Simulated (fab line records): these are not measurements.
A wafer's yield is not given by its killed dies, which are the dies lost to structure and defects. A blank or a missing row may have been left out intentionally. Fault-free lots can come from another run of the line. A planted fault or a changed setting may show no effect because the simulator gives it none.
fab line records | flow nandHarc
record: lots: 12 wafers: 36 lastDay: 25
route steps=1159 shown A_ONON_D1@443 A_CHANNEL_HOLE_D1@450 END@1159
lots untouched by any fault: they come from a run of this same line in which no faults occurred
startH: hours from the record's opening day to when the first of the lot's shown wafers began | waitH: time in hours since the lot's previous step | " as in the row above | L1.1+2: several wafers, shown together as one row | - no value present, or no start provided | * or withheld: withheld | < > ~ a bound
route shown NAME@n: names a module that has steps shown in the file, with the first one's number in the route | usual: mean and standard deviation over wafers with no fault | same: alike in all rows | chamber/n: place in a boat | sites: the reading at each site | _std_site: how widely they spread, as a standard deviation | _edge_site: inner sites' mean taken away from outer sites' mean | radiusMm: how far each site lies from the wafer's centre | mask NAME#n: copy n | behind: tool/chamber where the wafer was last shaped | hold: cause of the lot's hold/its duration in hours/its outcome | device: which transistor (n, p or np) failed to switch | end of line: tests of these same wafers at the route's end | a step given without rows: its recipe and nothing more | killed: at the first sort, the dies lost to defects and structure; wafer yield is something else | map: dies across one wafer; x = killed, . = not, _ = none there
set.NAME: setting as actually run; set.NAME@STEP: the setting as run at that earlier step | model.NAME: the simulator's own value behind a step, which no gauge read
steps of the route over a sample of lots; a table a step, a row a wafer
services: from which hour (startH, from the record's first day; less than 0 if before it) a tool's chamber was out of use, for how many hours, and why
== steps ==
step: NHARC_A_ONON_D1_THK_MEAS_27
recipe: thkMeasGauge: ellipsometry
usual: thkNm: 1001/9.3
columns lot.wafer tool chamber startH waitH thkNm
L884.1 filmMetro-02 - 171.07 - 991
L884.3 " - " " 991
L884.6 " - " " 991
L885.2 filmMetro-01 - 171.08 - 1003
L885.3 " - " " 1002
L885.6 " - " " 1002
L888.1 filmMetro-02 - 193.45 - 1008
L888.4 " - " " 1009
L888.6 " - " " 1011
L891.1 filmMetro-02 - 207.26 - 1013
L891.3 " - " " 1014
L891.4 " - " " 1014
L900.1 filmMetro-01 - 267.59 - 992
L900.2 " - " " 994
L900.4 " - " " 992
L901.1 filmMetro-01 - 273.92 - 998
L901.3 " - " " 999
L901.4 " - " " 1000
L902.1 filmMetro-02 - 273.93 - 994
L902.5 " - " " 994
L902.6 " - " " 992
L903.1 filmMetro-01 - 283.00 - 1010
L903.2 " - " " 1012
L903.3 " - " " 1012
L904.3 filmMetro-01 - 290.87 - 1004
L904.4 " - " " 1003
L904.6 " - " " 1002
L905.1 filmMetro-02 - 290.87 - 1020
L905.2 " - " " 1018
L905.6 " - " " 1020
L906.2 filmMetro-02 - 300.25 - 1003
L906.4 " - " " 1000
L906.5 " - " " 1000
L907.1 filmMetro-02 - 312.93 - 991
L907.3 " - " " 992
L907.6 " - " " 992
step: NHARC_A_CHANNEL_HOLE_D1_DEP_00
recipe: targetThkA: 31000 tempC: 400 material: aC
usual: susceptorTempC: 399.97/0.23 throttleValvePct: 35.001/0.0093
columns lot.wafer tool chamber startH waitH susceptorTempC throttleValvePct
L884.1 aclDep-03 0 174.75 2.6 399.62 34.985
L884.3 " 0 " " 400.09 35.006
L884.6 " 0 " " 399.73 35.004
L885.2 aclDep-01 0 176.53 4.2 - 34.994
L885.3 " 0 " " - 35.009
L885.6 " 0 " " - 34.999
L885.2 aclDep-01 0 180.15 3.3 - 35.010
L885.3 " 0 " " - 35.004
L885.6 " 0 " " - 35.004
L888.1 aclDep-02 0 195.96 1.4 399.70 35.011
L888.4 " 0 " " 399.66 34.994
L888.6 " 0 " " 399.52 35.004
L888.1 aclDep-02 0 199.10 2.8 399.64 34.998
L888.4 " 0 " " 399.95 34.980
L888.6 " 0 " " 399.50 35.004
L891.1 aclDep-02 0 208.60 0.1 - 34.995
L891.3 " 0 " " - 34.999
L891.4 " 0 " " - 35.003
L900.1 aclDep-02 0 268.78 0.1 400.05 35.001
L900.2 " 0 " " 399.90 35.008
L900.4 " 0 " " 399.83 35.007
L901.1 aclDep-03 0 275.09 0.1 - 35.005
L901.3 " 0 " " - 35.008
L901.4 " 0 " " - 35.008
L902.1 aclDep-01 0 276.39 1.4 400.33 34.988
L902.5 " 0 277.66 2.6 400.13 35.005
L902.6 " 0 " " 399.53 34.984
L903.1 aclDep-02 0 284.16 0.1 399.67 35.017
L903.2 " 0 " " 399.83 35.016
L903.3 " 0 " " 399.75 34.998
L904.3 aclDep-03 0 292.77 0.8 400.08 34.977
L904.4 " 0 " " 400.17 35.002
L904.6 " 0 " " 399.99 35.008
L905.1 aclDep-02 0 293.51 1.5 399.56 34.991
L905.2 " 0 " " 399.56 34.988
L905.6 " 0 295.12 3.1 399.83 34.983
L906.2 aclDep-02 0 302.76 1.4 - 35.010
L906.4 " 0 " " - 35.000
L906.5 " 0 " " - 35.005
L907.1 aclDep-02 0 316.78 2.6 - 34.991
L907.3 " 0 " " - 35.023
L907.6 " 0 " " - 35.003
step: NHARC_A_CHANNEL_HOLE_D1_DESCUM_15
recipe: timeS: 3 o2FlowSccm: 200 arFlowSccm: 0 biasPowerW: 0 chemistry: O2
usual: drypumpMotorCurrentA: 5.6/0.34 mfcArSccm: 0.004/0.0062 oesProductAu: 1.000/0.0092 rfVppV: 57.8/1 showerheadPlenumPTorr: 1.92/0.1 throttleValvePct: 11.313/0.0077
columns lot.wafer tool chamber startH waitH drypumpMotorCurrentA mfcArSccm oesProductAu rfHoursCounterH rfVppV showerheadPlenumPTorr throttleValvePct
L884.1 rieDiel-11 0 177.61 0.1 5.3 0 1.007 9 58.1 2.03 11.300
L884.3 " 1 " " 5.6 0 1.001 9 58.8 1.79 11.318
L884.6 " 1 " " 5.6 0 1.015 - 57.0 1.79 11.319
L885.3 rieDiel-07 1 182.72 0.2 5.5 0.012 0.997 9 58.1 1.90 11.308
L885.2 " 2 " " 6.4 0 0.992 9 58.8 1.97 11.319
L885.6 " 0 " " 5.2 0.005 1.002 - 58.0 1.91 11.310
L888.1 rieDiel-11 0 202.35 0.1 5.3 0 1.004 0 56.5 2.03 11.312
L888.4 " 3 " " 5.3 0 1.006 0 57.7 1.81 11.310
L888.6 " 1 " " 5.6 0 1.015 - 56.8 1.79 11.312
L891.3 rieDiel-07 1 211.54 0.1 5.5 0.012 0.989 11 58.0 1.90 11.317
L891.4 " 3 " " 6.1 0.015 1.010 12 56.9 1.83 11.308
L891.1 " 0 " " 5.2 0.005 1.012 11 58.2 1.91 11.326
L900.2 rieDiel-02 0 271.64 0.1 5.7 0.019 1.005 8 57.1 2.00 11.316
L900.1 " 1 " " 5.9 0 0.999 8 55.6 1.78 11.297
L900.4 " 2 " " 5.5 0.005 0.990 9 58.7 2.03 11.301
L901.1 rieDiel-07 1 277.90 0.1 5.5 0.012 0.999 3 59.5 1.90 11.320
L901.3 " 2 " " 6.3 0 0.991 3 56.7 1.96 11.311
L901.4 " 1 " " 5.5 0.012 0.995 - 57.0 1.90 11.310
L902.1 rieDiel-02 1 279.26 0.1 5.9 0 0.995 9 58.1 1.78 11.315
L902.6 " 3 " " 5.6 0 0.977 - 56.6 1.88 11.310
L902.5 " 0 " " 5.7 0.019 1.010 - 59.1 2.00 11.312
L903.1 rieDiel-11 0 286.88 0.1 5.3 0 0.995 6 59.3 2.02 11.337
L903.2 " 0 " " 5.3 0 1.000 - 58.0 2.02 11.303
L903.3 " 0 " " 5.3 0 1.000 - 57.1 2.02 11.304
L904.4 rieDiel-11 1 294.86 0.1 5.6 0 1.001 6 57.3 1.78 11.306
L904.3 " 2 " " 6.1 0.006 1.003 5 59.1 2.01 11.320
L904.6 " 1 " " 5.6 0 1.012 - 58.3 1.78 11.302
L905.1 rieDiel-07 0 296.57 0.1 5.2 0.005 0.996 5 57.7 1.91 11.312
L905.2 " 1 " " 5.5 0.012 0.997 5 58.2 1.90 11.319
L905.6 " 0 " " 5.2 0.005 0.994 - 56.9 1.91 11.308
L906.4 rieDiel-11 0 305.14 0.1 5.3 0 0.997 9 58.1 2.02 11.306
L906.2 " 2 " " 6.2 0.006 1.003 5 57.5 2.01 11.315
L906.5 " 0 " " 5.3 0 1.008 - 55.9 2.02 11.311
L907.1 rieDiel-02 0 319.46 0.1 5.7 0.019 1.014 12 57.9 2.00 11.302
L907.3 " 3 " " 5.6 0 0.976 12 56.5 1.87 11.318
L907.6 " 1 " " 5.9 0 1.003 - 57.5 1.78 11.308
step: NHARC_A_CHANNEL_HOLE_D1_ETCH_16
recipe: targetDepthA: 31000 overEtchFrac: 0.3 timeS: 806 ionEnergyEv: 150 o2FlowSccm: 400 cosFlowSccm: 20 arFlowSccm: 0 rfW: 500 biasW: 300 chemistry: O2/COS
usual: drypumpMotorCurrentA: 5.6/0.34 mfcArSccm: 0.004/0.0058 oesProductAu: 0.999/0.0094 rfVppV: 314.2/2.4 showerheadPlenumPTorr: 3.13/0.15 throttleValvePct: 28.331/0.0091
columns lot.wafer tool chamber startH waitH drypumpMotorCurrentA mfcArSccm oesProductAu rfHoursCounterH rfVppV showerheadPlenumPTorr throttleValvePct
L884.1 rieDiel-11 1 - - 5.6 0 1.009 9 311.1 2.92 28.319
L884.3 " 2 " " 6.2 0.006 1.007 10 316.5 3.28 28.317
L884.6 " 2 " " 6.1 0.006 1.011 - 317.4 3.28 28.329
L885.2 rieDiel-07 3 - - 6.1 0.015 0.986 9 311.4 2.99 28.338
L885.3 " 0 " " 5.2 0.005 1.001 9 313.8 3.12 28.329
L885.6 " 3 " " 6.1 0.015 0.994 - 312.0 2.99 28.319
L888.4 rieDiel-11 2 - - 6.2 0.006 0.998 0 316.5 3.28 28.317
L888.1 " 3 " " 5.3 0 0.992 0 314.0 2.95 28.322
L888.6 " 2 " " 6.2 0.006 0.999 - 317.3 3.28 28.327
L891.1 rieDiel-07 1 - - 5.5 0.012 1.003 12 314.4 3.10 28.322
L891.4 " 2 " " 6.4 0 0.994 12 314.5 3.20 28.316
L891.3 " 3 " " 6.1 0.015 1.005 12 313.5 2.99 28.328
L900.1 rieDiel-02 1 - - 5.9 0 0.996 9 310.8 2.91 28.346
L900.4 " 2 " " 5.5 0.005 0.988 9 316.7 3.30 28.343
L900.2 " 3 " " 5.6 0 0.984 8 313.1 3.06 28.325
L901.1 rieDiel-07 1 - - 5.5 0.012 0.987 4 313.8 3.10 28.340
L901.3 " 2 " " 6.4 0 0.993 3 314.5 3.20 28.325
L901.4 " 0 " " 5.2 0.005 0.985 - 313.2 3.12 28.328
L902.1 rieDiel-02 0 - - 5.6 0.019 1.014 9 317.3 3.26 28.332
L902.6 " 2 " " 5.5 0.005 0.994 - 317.3 3.30 28.335
L902.5 " 3 " " 5.6 0 0.972 - 312.3 3.06 28.341
L903.1 rieDiel-11 0 288.24 0.2 5.3 0 0.993 7 316.1 3.29 28.327
L903.2 " 0 " " 5.3 0 0.999 - 315.9 3.29 28.325
L903.3 " 0 " " 5.3 0 0.997 - 317.4 3.29 28.342
L904.4 rieDiel-11 3 - - 5.3 0 1.007 6 312.9 2.95 28.336
L904.3 " 0 " " 5.3 0 0.998 8 316.9 3.29 28.321
L904.6 " 0 " " 5.3 0 1.011 - 317.9 3.29 28.337
L905.2 rieDiel-07 0 - - 5.2 0.005 0.974 5 313.9 3.11 28.323
L905.1 " 2 " " 6.3 0 0.990 5 314.3 3.20 28.341
L905.6 " 1 " " 5.6 0.012 1.000 - 313.2 3.10 28.339
L906.2 rieDiel-11 3 - - 5.3 0 1.003 7 310.9 2.95 28.324
L906.4 " 0 " " 5.3 0 1.004 9 315.7 3.29 28.322
L906.5 " 0 " " 5.3 0 1.009 - 316.8 3.29 28.341
L907.3 rieDiel-02 1 - - 5.9 0 1.009 12 310.4 2.91 28.324
L907.1 " 2 " " 5.5 0.005 1.003 13 317.2 3.30 28.321
L907.6 " 1 " " 5.9 0 1.010 - 310.7 2.91 28.344
step: NHARC_END_SORT_01
recipe: tempC: 25
usual: killedAtArray: 26/11 killedAtOther: 0.4/0.78 killedAtPeriphery: 3.4/2.4 killedDies: 29/11 killedOpen: 3.1/1.9 killedShort: 1.9/1.4
same: grossDies: 677
columns lot.wafer tool chamber startH waitH killedAtArray killedAtOther killedAtPeriphery killedDies killedOpen killedShort
L885.2 prober-02 0 513.97 2.8 673 0 4 677 3 1
L885.3 prober-02 0 514.79 3.1 674 0 3 677 3 3
L885.6 prober-02 0 517.23 4.1 671 0 6 677 6 3
L888.1 prober-01 0 544.42 2.5 673 0 4 677 1 2
L888.4 prober-01 0 546.82 3.4 674 0 3 677 6 0
L888.6 prober-01 0 548.43 4.0 673 0 4 677 1 1
killed by level:class
L885.2 A_CHANNEL_HOLE_D1:areaDep=640 A_SLIT:chamberFilmFlake=15 A_CHANNEL_HOLE_D1:chamberFilmFlake=11 A_STAIRCASE:chamberFilmFlake=2 P_GATE:geometricParticle:open=1 A_WL_FILL:geometricParticle:short=1 A_CONTACT:geometricParticle:open=1 A_M0:geometricParticle:open=1
L885.3 A_CHANNEL_HOLE_D1:areaDep=636 A_CHANNEL_HOLE_D1:chamberFilmFlake=15 A_SLIT:chamberFilmFlake=13 A_WL_FILL:geometricParticle:short=2 A_CONTACT:geometricParticle:open=2 A_ZERO_WELL:chamberFilmFlake=2 A_CONTACT:chamberFilmFlake=2 P_M0:geometricParticle:short=1
L885.6 A_CHANNEL_HOLE_D1:areaDep=639 A_CHANNEL_HOLE_D1:chamberFilmFlake=11 A_SLIT:chamberFilmFlake=8 A_STAIRCASE:chamberFilmFlake=4 P_CONTACT:geometricParticle:open=2 A_M1:geometricParticle:open=2 P_CONTACT:geometricParticle:short=1 A_CHANNEL_FILL_D1:geometricParticle:open=1
L888.1 A_CHANNEL_HOLE_D1:areaDep=649 A_CHANNEL_HOLE_D1:chamberFilmFlake=9 A_CONTACT:chamberFilmFlake=4 P_CONTACT:chamberFilmFlake=2 A_STAIRCASE:chamberFilmFlake=2 A_M1:chamberFilmFlake=2 A_CHANNEL_FILL_D1:geometricParticle:short=1 A_WL_FILL:geometricParticle:short=1
L888.4 A_CHANNEL_HOLE_D1:areaDep=655 A_CHANNEL_HOLE_D1:chamberFilmFlake=5 A_STAIRCASE:chamberFilmFlake=3 A_CONTACT:geometricParticle:open=2 A_WL_FILL:chamberFilmFlake=2 A_CONTACT:chamberFilmFlake=2 P_CONTACT:geometricParticle:open=1 A_CHANNEL_FILL_D1:geometricParticle:open=1
L888.6 A_CHANNEL_HOLE_D1:areaDep=649 A_STAIRCASE:chamberFilmFlake=8 A_CONTACT:chamberFilmFlake=8 A_CHANNEL_HOLE_D1:chamberFilmFlake=7 P_CONTACT:chamberFilmFlake=2 P_CONTACT:geometricParticle:open=1 A_CONTACT:geometricParticle:short=1 P_ZERO_WELL:chamberFilmFlake=1
== services ==
columns tool chamber startH hours kind
rieDiel-11 0 169.01 - clean
rieDiel-11 1 169.01 - clean
rieDiel-11 2 169.01 - clean
rieDiel-11 3 169.01 - clean
aclDep-02 - 169.28 13.0 pm
rieDiel-11 3 173.10 4.8 repair
rieDiel-11 - 189.51 9.0 pm
rieDiel-11 0 189.51 9.0 ventCycle
rieDiel-11 1 189.51 9.0 ventCycle
rieDiel-11 2 189.51 9.0 ventCycle
rieDiel-11 3 189.51 9.0 ventCycle
rieDiel-11 0 198.51 - clean
rieDiel-11 1 198.51 - clean
rieDiel-11 2 198.51 - clean
aclDep-03 - 223.00 13.0 pm
rieDiel-11 2 223.60 8.0 repair
rieDiel-07 - 228.20 9.0 pm
rieDiel-02 3 256.32 3.9 repair
rieDiel-11 2 272.41 19.8 repair
rieDiel-07 3 276.39 4.7 repair
rieDiel-11 3 282.49 8.6 repair
rieDiel-11 1 286.28 5.0 repair
aclDep-01 - 293.83 13.0 pm
rieDiel-11 0 315.73 4.5 repair
== key ==
firstSign: step: NHARC_A_CHANNEL_HOLE_D1_DEP_00 reading: visit direction: added
effect: step: NHARC_END_SORT_01 reading: killedAtArray direction: up sigmas: 61 usual: 26 struck: 673
moreKillsBornAt: NHARC_A_CHANNEL_HOLE_D1_DEP_00@aclDep-02: 1953 NHARC_A_CHANNEL_HOLE_D1_DEP_00@aclDep-01: 1915
metAt NHARC_A_CHANNEL_HOLE_D1_DEP_00
struckLots L885,L888
laterRowsLeftOut L885.2,L885.3,L885.6,L888.1,L888.4,L888.6
testerLeftOut L885,L888
notActingAt NHARC_A_ONON_D1_THK_MEAS_27,NHARC_A_CHANNEL_HOLE_D1_DESCUM_15,NHARC_A_CHANNEL_HOLE_D1_ETCH_16
fault: kind: repeatedStepWhole tool: aclDep-01,aclDep-02,aclDep-03 chamber: - onsetH: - steps: NHARC_A_CHANNEL_HOLE_D1_DEP_00 times: 1 scope: struckLotsOnly
testerLeftOut: of these lots the tester's yield and bins aren't shown, on N5 and GAA mostly nor the transistor test; their killed dies are dies lost to structure and defects alone, not to doping, threshold or leakage, so they don't give the yield
laterRowsLeftOut: the simulator's readings of these wafers behind a module that went badly wrong aren't trusted and aren't shown, but for the sort
